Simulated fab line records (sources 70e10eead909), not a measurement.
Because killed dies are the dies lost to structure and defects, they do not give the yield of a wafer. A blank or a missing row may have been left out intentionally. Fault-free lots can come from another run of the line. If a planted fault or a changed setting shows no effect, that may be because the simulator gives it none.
fab line records    flow nandHarc
record: lots: 7  wafers: 21  lastDay: 24
route steps=1159 shown P_M2@350 P_BONDPAD@351
lots with no fault: from the same line, run without faults
startH: hours from the record's opening day to when the first of the lot's shown wafers began    waitH: hours elapsed since this lot's preceding step    " as in the row above    L1.1+2: one row covering several wafers at once    - no value present, or no start provided    * or withheld: withheld    < > ~ a bound
route shown NAME@n: names a module that has steps shown in the file, with the first one's number in the route    usual: mean/standard deviation of fault-free wafers    same: alike in all rows    chamber/n: place in a boat    sites: per-site readings    _std_site: the standard deviation of these    _edge_site: inner sites' mean taken away from outer sites' mean    radiusMm: for every site, how far away it sits from the centre of the wafer    mask NAME#n: copy n    behind: the last tool/chamber to shape the wafer    hold: why the lot went on hold/how many hours it stayed there/how the hold came to an end    device: the transistor (n, p or np) that didn't switch    end of line: at the end of the route, the tests of the same wafers    for a step that has no rows: nothing shown but its recipe    killed: dies that structure and defects cost at the first sort, which is not the same as the wafer's yield    map: a wafer's dies, x killed, . not, _ none there
set.NAME: setting as actually run; set.NAME@STEP: the setting as run at that earlier step    model.NAME: the simulator's own value behind a step, which no gauge read
certain route steps with their lots: each step a table, each wafer a row
services: when a tool's chamber went out of use (startH, in hours from the record's first day, below 0 if earlier), for how many hours, and the reason
== steps ==
step: NHARC_P_M2_DEP_33
recipe: targetThkA: 300  tempC: 370  targetThkNm: 30  pressureTorr: 3  flowSccm: 200  rfW: 450  material: SiCN
usual: heaterPowerOuterW: 340/54  heaterPowerW: 606/86
lot.wafer  tool      chamber  startH  waitH  heaterPowerOuterW  heaterPowerW  sinceWetCleanH
L205.1     pecvd-01  2        178.04  0.1    397                697           109
L205.3     "         1        "       "      280                483           109
L205.5     "         1        "       "      278                509           -
L212.6     pecvd-04  1        226.94  0.2    339                542           -
L212.5     "         2        "       "      328                638           -
L212.4     "         0        "       "      258                456           -
L211.1     pecvd-04  0        228.73  0.1    268                484           21
L211.2     "         2        "       "      372                689           21
L211.5     "         1        "       "      410                630           -
L213.1     pecvd-04  1        238.25  0.1    389                609           30
L213.2     "         2        "       "      384                702           30
L213.6     "         0        "       "      315                525           -
L214.1     pecvd-02  0        242.97  0.1    279                549           77
L214.4     "         1        "       "      404                665           -
L214.6     "         2        "       "      329                628           -
L215.3     pecvd-04  1        249.97  0.1    343                551           42
L215.2     "         0        "       "      289                498           42
L215.5     "         0        "       "      287                508           -
L217.2     pecvd-01  0        258.59  0.1    328                611           9
L217.1     "         2        "       "      366                706           9
L217.4     "         1        "       "      257                457           -
step: NHARC_P_BONDPAD_DEP_00
recipe: targetThkA: 2500  tempC: 370  targetThkNm: 250  pressureTorr: 3  flowSccm: 200  rfW: 450  material: SiCN
usual: heaterPowerOuterW: 336/49  heaterPowerW: 601/78
lot.wafer  tool      chamber  startH  waitH  heaterPowerOuterW  heaterPowerW  sinceWetCleanH
L205.3     pecvd-02  1        178.48  -      387                629           12
L205.1     "         2        "       "      357                680           12
L205.5     "         2        "       "      356                666           -
L212.5     pecvd-01  1        227.36  -      286                496           -
L212.4     "         2        "       "      391                711           -
L212.6     "         0        "       "      337                609           -
L211.1     pecvd-01  0        229.15  -      273                530           160
L211.2     "         1        "       "      252                456           160
L211.5     "         0        "       "      292                541           -
L213.2     pecvd-04  2        -       -      378                682           31
L213.1     "         0        "       "      304                511           31
L213.6     "         0        "       "      298                535           -
L214.1     pecvd-04  2        243.41  -      322                608           35
L214.4     "         0        "       "      249                450           -
L214.6     "         1        "       "      403                629           -
L215.3     pecvd-01  0        250.45  -      397                695           0
L215.2     "         2        "       "      338                664           1
L215.5     "         1        "       "      307                524           -
L217.1     pecvd-04  2        259.05  -      354                661           51
L217.2     "         0        "       "      266                473           51
L217.4     "         1        "       "      407                652           -
step: NHARC_P_BONDPAD_CMP_32
recipe: targetThkNm: 200  material: SiCN
usual: motorCurrentA: 12.1/1.5
lot.wafer  tool    chamber  startH  waitH  motorCurrentA
L205.3     cmp-03  3        178.88  -      12.5
L205.1     "       2        "       "      13.5
L205.5     "       3        "       "      11.4
L212.4     cmp-04  0        227.62  -      11.8
L212.6     "       0        "       "      11.6
L212.5     "       1        "       "      11.2
L211.2     cmp-03  2        229.58  -      12.4
L211.1     "       0        "       "      13.2
L211.5     "       2        "       "      12.8
L213.2     cmp-02  1        239.13  -      9.1
L213.1     "       2        "       "      10.9
L213.6     "       3        "       "      11.4
L214.4     cmp-03  2        243.84  -      12.7
L214.1     "       0        "       "      12.3
L214.6     "       2        "       "      12.7
L215.2     cmp-04  1        250.85  -      11.3
L215.3     "       2        "       "      10.3
L215.5     "       2        "       "      11.0
L217.4     cmp-03  1        259.42  -      15.0
L217.2     "       2        "       "      13.1
L217.1     "       0        "       "      12.3
step: NHARC_P_BONDPAD_THK_MEAS_33
recipe: thkMeasGauge: ellipsometry
usual: thkNm: 199.8/1.6
lot.wafer  tool          chamber  startH  waitH  thkNm
L205.1     filmMetro-02  -        179.14  0.2    198.0
L205.3     "             -        "       "      200.5
L205.5     "             -        "       "      201.3
L212.4     filmMetro-01  -        227.88  0.2    200.5
L212.5     "             -        "       "      198.4
L212.6     "             -        "       "      201.0
L211.1     filmMetro-01  -        229.81  0.2    199.2
L211.2     "             -        "       "      200.5
L211.5     "             -        "       "      198.7
L213.1     filmMetro-02  -        239.33  0.1    198.9
L213.2     "             -        "       "      196.6
L213.6     "             -        "       "      197.9
L214.1     filmMetro-02  -        244.06  0.2    202.5
L214.4     "             -        "       "      202.7
L214.6     "             -        "       "      201.8
L215.2     filmMetro-01  -        251.11  0.2    197.4
L215.3     "             -        "       "      200.9
L215.5     "             -        "       "      200.5
L217.1     filmMetro-01  -        259.66  0.1    201.2
L217.2     "             -        "       "      198.1
L217.4     "             -        "       "      198.4
step: NHARC_P_BONDPAD_SRD_34
step: NHARC_P_BONDPAD_DEHYDRATE_01
recipe: tempC: 150  timeS: 120
step: NHARC_P_BONDPAD_HMDS_02
recipe: timeS: 30
step: NHARC_P_BONDPAD_COAT_36
recipe: tempC: 200  timeS: 65
step: NHARC_P_BONDPAD_COAT_03
recipe: spinRpm: 2000  resistThkNm: 600
step: NHARC_P_BONDPAD_SOFTBAKE_04
recipe: tempC: 125  timeS: 70
step: NHARC_P_BONDPAD_EBR_05
step: NHARC_P_BONDPAD_EXPOSE_06
recipe: na: 0.55  doseMj: 37.06  maskId: P_BPAD
step: NHARC_P_BONDPAD_PEB_07
recipe: pebTempC: 128  pebTimeS: 80
usual: chillPlateTempC: 22.98/0.098  exhaustPa: 44.9/0.87
lot.wafer  tool           chamber  startH  waitH  chillPlateTempC  exhaustPa
L205.1     lithoTrack-05  0        179.62  0.1    23.07            43.4
L205.3     "              0        "       "      23.06            43.7
L205.5     "              0        "       "      22.97            43.8
L212.4     lithoTrack-03  0        228.37  0.1    22.92            45.7
L212.5     "              0        "       "      23.02            46.8
L212.6     "              0        "       "      22.97            44.6
L211.1     lithoTrack-02  -        230.16  0.1    -                -
L211.2     "              -        "       "      -                -
L211.5     "              -        "       "      -                -
L213.1     lithoTrack-03  -        239.81  0.1    -                -
L213.2     "              -        "       "      -                -
L213.6     "              -        "       "      -                -
L214.1     lithoTrack-02  -        244.54  0.1    -                -
L214.4     "              -        "       "      -                -
L214.6     "              -        "       "      -                -
L215.2     lithoTrack-02  0        251.59  0.1    22.95            45.3
L215.3     "              0        "       "      22.98            45.7
L215.5     "              0        "       "      23.01            44.9
L217.1     lithoTrack-02  0        260.14  0.1    22.98            45.5
L217.2     "              0        "       "      22.84            45.0
L217.4     "              0        "       "      22.79            46.1
step: NHARC_P_BONDPAD_DEVELOP_08
recipe: timeS: 50  devTempC: 22
== services ==
tool           chamber  startH  hours  kind
cmp-03         -        157.67  0.6    repair
cmp-03         -        161.98  4.0    pm
pecvd-02       0        164.90  4.6    repair
lithoTrack-02  -        165.00  7.0    pm
pecvd-02       -        169.58  1.4    repair
cmp-03         -        172.53  1.9    repair
cmp-04         -        192.83  1.1    repair
pecvd-04       -        195.13  13.0   pm
pecvd-04       0        195.13  13.0   ventCycle
pecvd-04       1        195.13  13.0   ventCycle
pecvd-04       2        195.13  13.0   ventCycle
cmp-04         -        203.00  4.0    pm
pecvd-04       0        208.13  -      clean
pecvd-04       1        208.13  -      clean
pecvd-04       2        208.13  -      clean
lithoTrack-03  -        213.00  7.0    pm
cmp-02         -        226.50  4.0    pm
lithoTrack-05  -        237.00  7.0    pm
pecvd-01       -        237.00  13.0   pm
pecvd-01       0        237.00  13.0   ventCycle
pecvd-01       1        237.00  13.0   ventCycle
pecvd-01       2        237.00  13.0   ventCycle
pecvd-01       0        250.00  -      clean
cmp-03         -        259.98  4.0    pm
== key ==
firstSign: step: NHARC_P_BONDPAD_PEB_07  reading: toolRecord  direction: missing
effect none on later readings
metAt NHARC_P_BONDPAD_PEB_07
struckWafers L211.1,L211.2,L211.5,L213.1,L213.2,L213.6,L214.1,L214.4,L214.6
laterRowsLeftOut L211.1,L211.2,L211.5,L213.1,L213.2,L213.6,L214.1,L214.4,L214.6
sortLeftOut L211.1,L211.2,L211.5,L213.1,L213.2,L213.6,L214.1,L214.4,L214.6
onsetBetween 228.37 230.16
fault: kind: skippedStepWhole  tool: lithoTrack-02,lithoTrack-03  chamber: -  onsetH: 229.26  steps: NHARC_P_BONDPAD_PEB_07  scope: struckLotsOnly
sortLeftOut: the simulated sort isn't trusted on such a fault, so these wafers' sort isn't shown, and their yield isn't known
laterRowsLeftOut: the simulator's readings of these wafers behind a module that went badly wrong aren't trusted and aren't shown, but for the sort
